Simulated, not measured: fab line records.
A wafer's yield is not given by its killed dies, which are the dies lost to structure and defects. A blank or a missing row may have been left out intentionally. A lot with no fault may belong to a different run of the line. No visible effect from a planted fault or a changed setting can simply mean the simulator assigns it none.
What tool caused it? | flow nand-harc | 36 wafers from 12 lots sampled at 5 of the route's 1302 steps

WHAT THE GAUGES SHOWED, per wafer
NHARC_END_SORT_01. Usual: defect-limited-yield 91.4 %, standard deviation 2.7; killed-at-array 53, standard deviation 18; killed-at-other 0.8, standard deviation 1.1; killed-at-periphery 4.1, standard deviation 2.7; killed-dies 58, standard deviation 18; killed-open 3.1, standard deviation 1.7; killed-short 2.7, standard deviation 1.7; sort_bin_2_pct 3.0 %, standard deviation 1.2; sort_bin_3_pct 0.6 %, standard deviation 0.37; sort_bin_4_pct 4.9 %, standard deviation 1.5; sort-n-pass 619, standard deviation 18; sort-rim-yield-pct 91 %, standard deviation 4.1; sort-yield-pct 91.4 %, standard deviation 2.7.
lot  | measured     | on        | defect-limited-yield (%) | killed-at-array | killed-at-other | killed-at-periphery | killed-dies | killed-open | killed-short | sort_bin_2_pct (%) | sort_bin_3_pct (%) | sort_bin_4_pct (%) | sort-n-pass | sort-rim-yield-pct (%) | sort-yield-pct (%) | flag
L417 | day 24 22:18 | prober-01 | 91.0 89.2 92.9           | 56 62 38        | 1 1 0           | 4 10 10             | 61 73 48    | 2 1 7       | 1 4 2        | 3.5 4.6 2.4        | 0.7 1.3 1.0        | 4.7 4.9 3.7        | 616 604 629 | 89 97 86               | 91.0 89.2 92.9     |
L418 | day 26 00:04 | prober-01 | 88.8 94.5 90.1           | 67 35 62        | 0 1 1           | 9 1 4               | 76 37 67    | 1 2 4       | 2 1 0        | 4.7 3.1 4.3        | 0.6 0.3 0.9        | 5.9 2.1 4.7        | 601 640 610 | 93 84 91               | 88.8 94.5 90.1     |
L422 | day 26 18:13 | prober-02 | 93.6 92.9 93.5           | 40 46 41        | 0 0 0           | 3 2 3               | 43 48 44    | 3 3 4       | 1 0 4        | 2.4 2.4 1.6        | 0.3 0.9 0.6        | 3.7 3.8 4.3        | 634 629 633 | 90 94 93               | 93.6 92.9 93.5     |
L425 | day 28 10:03 | prober-01 | 85.5 88.3 90.0           | 96 74 66        | 0 0 0           | 2 5 2               | 98 79 68    | 3 4 2       | 3 4 6        | 4.3 4.0 3.5        | 0.7 0.9 1.0        | 9.5 6.8 5.5        | 579 598 609 | 90 90 87               | 85.5 88.3 90.0     |
L426 | day 28 12:13 | prober-02 | 94.1 93.2 91.0           | 35 39 56        | 1 0 0           | 4 7 5               | 40 46 61    | 3 5 5       | 3 0 4        | 1.6 2.8 2.8        | 0.7 0.1 0.6        | 3.5 3.8 5.6        | 637 631 616 | 90 92 94               | 94.1 93.2 91.0     |
L427 | day 28 19:38 | prober-02 | 90.3 91.0 89.1           | 60 57 72        | 1 1 1           | 5 3 1               | 66 61 74    | 5 3 1       | 5 5 2        | 3.4 2.5 4.4        | 0.9 0.1 0.6        | 5.5 6.4 5.9        | 611 616 603 | 86 82 92               | 90.3 91.0 89.1     |
L429 | day 28 22:02 | prober-01 | 90.3 91.3 90.8           | 62 55 59        | 0 0 0           | 4 4 3               | 66 59 62    | 3 5 4       | 1 2 2        | 4.4 4.0 2.8        | 0.7 0.4 0.6        | 4.6 4.3 5.8        | 611 618 615 | 86 90 92               | 90.3 91.3 90.8     |
L430 | day 30 09:52 | prober-01 | 91.9 94.2 91.6           | 53 39 55        | 1 0 1           | 1 0 1               | 55 39 57    | 0 1 6       | 6 3 7        | 2.7 2.1 3.4        | 0.6 0.6 0.4        | 4.9 3.1 4.6        | 622 638 620 | 97 90 91               | 91.9 94.2 91.6     |
L433 | day 31 13:25 | prober-01 | 91.0 86.0 89.1           | 60 91 72        | 0 1 0           | 1 3 2               | 61 95 74    | 4 3 4       | 4 4 2        | 3.7 5.2 4.3        | 0.6 0.7 1.6        | 4.7 8.1 5.0        | 616 582 603 | 83 92 86               | 91.0 86.0 89.1     |
L438 | day 33 02:50 | prober-02 | 91.9 92.3 92.5           | 51 46 45        | 3 2 3           | 1 4 3               | 55 52 51    | 2 5 2       | 2 4 3        | 3.2 2.2 3.0        | 0.4 0.9 0.1        | 4.4 4.6 4.4        | 622 625 626 | 96 89 93               | 91.9 92.3 92.5     |
L440 | day 34 09:50 | prober-02 | 88.6 86.1 88.5           | 72 90 72        | 0 1 2           | 5 3 4               | 77 94 78    | 1 2 4       | 2 4 4        | 4.3 5.3 4.6        | 1.6 0.9 0.3        | 5.5 7.7 6.6        | 600 583 599 | 90 89 89               | 88.6 86.1 88.5     |
L439 | day 34 13:45 | prober-01 | 94.7 92.0 93.4           | 35 44 39        | 0 0 0           | 1 10 6              | 36 54 45    | 2 4 3       | 4 6 2        | 2.5 2.1 2.7        | 0 0 0.1            | 2.8 5.9 3.8        | 641 623 632 | 90 97 92               | 94.7 92.0 93.4     |

TOOL THAT RAN EACH LOT (tool first, then ch and the chambers of the sampled wafers, then the start)
lot  | NHARC_A_BONDPAD_PRE_CLEAN_26            | NHARC_A_BONDPAD_CMP_19        | NHARC_THIN_TSV_DEP_43           | NHARC_THIN_TSV_ETCH_44
L417 | pvd-sputter-03, day 23 14:55 or earlier | cmp-03 ch 2,3, day 23 14:55   | pecvd-02 ch 0,2, day 24 03:51   | rie-diel-01 ch 0,1,3, day 24 04:59
L418 | pvd-sputter-03, day 24 00:09 or earlier | cmp-03 ch 1,2,3, day 24 00:09 | pecvd-04 ch 0,1,2, day 25 08:05 | rie-diel-07 ch 0,1,2, day 25 09:13
L422 | pvd-sputter-02, day 25 11:49 or earlier | cmp-04 ch 0,1,2, day 25 11:49 | pecvd-04 ch 0,1, day 25 23:54   | rie-diel-01 ch 0,1,3, day 26 01:07
L425 | pvd-sputter-01, day 27 05:24 or earlier | cmp-01 ch 1,2, day 27 05:24   | pecvd-03 ch 2, day 27 17:16     | rie-diel-01 ch 1,2,3, day 27 18:21
L426 | pvd-sputter-01, day 27 08:12 or earlier | cmp-04 ch 2,3, day 27 08:12   | pecvd-03 ch 0,2, day 27 18:33   | rie-diel-07 ch 0,3, day 27 19:34
L427 | pvd-sputter-02, day 27 14:40 or earlier | cmp-04 ch 0,2,3, day 27 14:40 | pecvd-03 ch 0,1, day 28 03:41   | rie-diel-01 ch 0,1,3, day 28 04:49
L429 | pvd-sputter-01, day 27 17:48 or earlier | cmp-01 ch 1,2, day 27 17:48   | pecvd-03 ch 0,1,2, day 28 05:01 | rie-diel-01 ch 0,1, day 28 05:58
L430 | pvd-sputter-02, day 29 04:20 or earlier | cmp-03 ch 1,2,3, day 29 04:20 | pecvd-03 ch 0,1,2, day 29 16:20 | rie-diel-07 ch 1,2,3, day 29 17:28
L433 | pvd-sputter-01, day 30 10:05 or earlier | cmp-04 ch 0,3, day 30 10:05   | pecvd-03 ch 1,2, day 30 22:15   | rie-diel-01 ch 1,2,3, day 30 23:20
L438 | pvd-sputter-02, day 31 17:53 or earlier | cmp-04 ch 1,2,3, day 31 17:53 | pecvd-04 ch 0,1, day 32 10:57   | rie-diel-01 ch 0,2, day 32 11:58
L440 | pvd-sputter-03, day 33 04:50 or earlier | cmp-01 ch 0,1, day 33 04:50   | pecvd-04 ch 0,2, day 33 16:55   | rie-diel-04 ch 0,1, day 33 18:02
L439 | pvd-sputter-03, day 33 08:20 or earlier | cmp-01 ch 0,3, day 33 08:20   | pecvd-03 ch 0,1,2, day 33 21:03 | rie-diel-01 ch 0,1,2, day 33 22:01
- NHARC_A_BONDPAD_PRE_CLEAN_26: time 30 s.
- NHARC_A_BONDPAD_CMP_19: polishes, t overpolish 30 s, cu recess touch 16 s, target thk 169.82 nm.
- NHARC_THIN_TSV_DEP_43: deposits SiO2, target thk 1328.5 nm.
- NHARC_THIN_TSV_ETCH_44: etches the open film in CF4/O2, target depth 1594.2 nm, time 797.1 s.

AS READ BY THE TOOLS THEMSELVES (means over the sampled wafers that have a number; for cases with no such wafer, the mark the record gives instead)
NHARC_A_BONDPAD_PRE_CLEAN_26. Usual: 410 W for heater-power-w, sd 62.
lot  | tool           | heater-power-w (W) | flag
L417 | pvd-sputter-03 | 415                |
L418 | pvd-sputter-03 | 458                |
L422 | pvd-sputter-02 | 454                |
L425 | pvd-sputter-01 | 378                |
L426 | pvd-sputter-01 | 350                |
L427 | pvd-sputter-02 | 409                |
L429 | pvd-sputter-01 | 350                |
L430 | pvd-sputter-02 | 408                |
L433 | pvd-sputter-01 | 352                |
L438 | pvd-sputter-02 | 446                |
L440 | pvd-sputter-03 | 413                |
L439 | pvd-sputter-03 | 445                |

NHARC_A_BONDPAD_CMP_19. Usual: motor-current-A 11.3 A, standard deviation 0.98; overpolish-run-s 30.000 s, standard deviation 0.0086.
lot  | tool   | motor-current-A (A) | overpolish-run-s (s) | flag
L417 | cmp-03 | 11.5                | 29.999               |
L418 | cmp-03 | 10.7                | 30.008               |
L422 | cmp-04 | 11.5                | 29.997               |
L425 | cmp-01 | 12.1                | 30.001               |
L426 | cmp-04 | 11.7                | 29.989               |
L427 | cmp-04 | 11.6                | 30.001               |
L429 | cmp-01 | 12.0                | 30.002               |
L430 | cmp-03 | 10.9                | 30.003               |
L433 | cmp-04 | 12.6                | 30.003               |
L438 | cmp-04 | 11.6                | 29.999               |
L440 | cmp-01 | 10.7                | 29.993               |
L439 | cmp-01 | 10.3                | 30.001               |

NHARC_THIN_TSV_DEP_43. Usual: rf-fwd-power-W 898.2 W, standard deviation 2.7; throttle-valve-pct 15.6 %, standard deviation 0.61.
lot  | tool     | rf-fwd-power-W (W) | throttle-valve-pct (%) | flag
L417 | pecvd-02 | 899.3              | 15.6                   |
L418 | pecvd-04 | 898.7              | 15.8                   |
L422 | pecvd-04 | 898.8              | 15.7                   |
L425 | pecvd-03 | 897.4              | 14.9                   |
L426 | pecvd-03 | 898.2              | 15.0                   |
L427 | pecvd-03 | 900.6              | 15.9                   |
L429 | pecvd-03 | 898.9              | 15.4                   |
L430 | pecvd-03 | 753.8              | 15.5                   | OFF
L433 | pecvd-03 | 752.7              | 15.9                   | OFF
L438 | pecvd-04 | 894.5              | 15.5                   |
L440 | pecvd-04 | 896.0              | 15.7                   |
L439 | pecvd-03 | 896.1              | 15.6                   |

NHARC_THIN_TSV_ETCH_44. Usual: drypump-motor-current-A 5.7 A, standard deviation 0.43; oes-product-au 0.997 a.u., standard deviation 0.0098; rf-vpp-V 793 V, standard deviation 5.1; showerhead-plenum-p-Torr 1.81 Torr, standard deviation 0.081; throttle-valve-pct 16.914 %, standard deviation 0.0095.
lot  | tool        | drypump-motor-current-A (A) | oes-product-au (a.u.) | rf-vpp-V (V) | showerhead-plenum-p-Torr (Torr) | throttle-valve-pct (%) | flag
L417 | rie-diel-01 | 6.1                         | 0.995                 | 795          | 1.85                            | 16.915                 |
L418 | rie-diel-07 | 5.8                         | 0.996                 | 794          | 1.84                            | 16.914                 |
L422 | rie-diel-01 | 6.1                         | 1.003                 | 795          | 1.85                            | 16.918                 |
L425 | rie-diel-01 | 6.0                         | 1.008                 | 796          | 1.86                            | 16.909                 |
L426 | rie-diel-07 | 5.3                         | 1.007                 | 787          | 1.72                            | 16.911                 |
L427 | rie-diel-01 | 6.1                         | 1.006                 | 795          | 1.85                            | 16.920                 |
L429 | rie-diel-01 | 5.8                         | 1.003                 | 792          | 1.79                            | 16.918                 |
L430 | rie-diel-07 | 5.8                         | 0.994                 | 795          | 1.83                            | 16.920                 |
L433 | rie-diel-01 | 6.0                         | 0.992                 | 796          | 1.86                            | 16.920                 |
L438 | rie-diel-01 | 5.5                         | 0.994                 | 791          | 1.77                            | 16.918                 |
L440 | rie-diel-04 | 5.7                         | 1.002                 | 791          | 1.80                            | 16.913                 |
L439 | rie-diel-01 | 5.7                         | 0.994                 | 793          | 1.80                            | 16.920                 |

THE ANSWER, worked out from the rows above alone
Rule: a lot is off if the mean of its wafers that have a number lies more than 3 standard deviations from the usual mean. A lot without any number at a reading at which 4 lots or more have one is off too. All remaining lots with rows at the step are treated as sound. The gauges are gone through in route order, then the tools' own readings, and for those a lot's mean is taken as printed above. The first step at which some lot is off is used, and at that step the reading that is off furthest; a lot without a number counts as furthest.
Off at NHARC_THIN_TSV_DEP_43 (rf-fwd-power-W): L430, L433.
A tool fits if, at that step or a process step before it, it ran every lot that is off, and no sound lot after the first of them. NHARC_A_BONDPAD_PRE_CLEAN_26 gives no start for some lots, so the hours and the order of its lots are those of NHARC_A_BONDPAD_CMP_19. Of those tried, none fits.

WHAT THE SIMULATOR PUT IN
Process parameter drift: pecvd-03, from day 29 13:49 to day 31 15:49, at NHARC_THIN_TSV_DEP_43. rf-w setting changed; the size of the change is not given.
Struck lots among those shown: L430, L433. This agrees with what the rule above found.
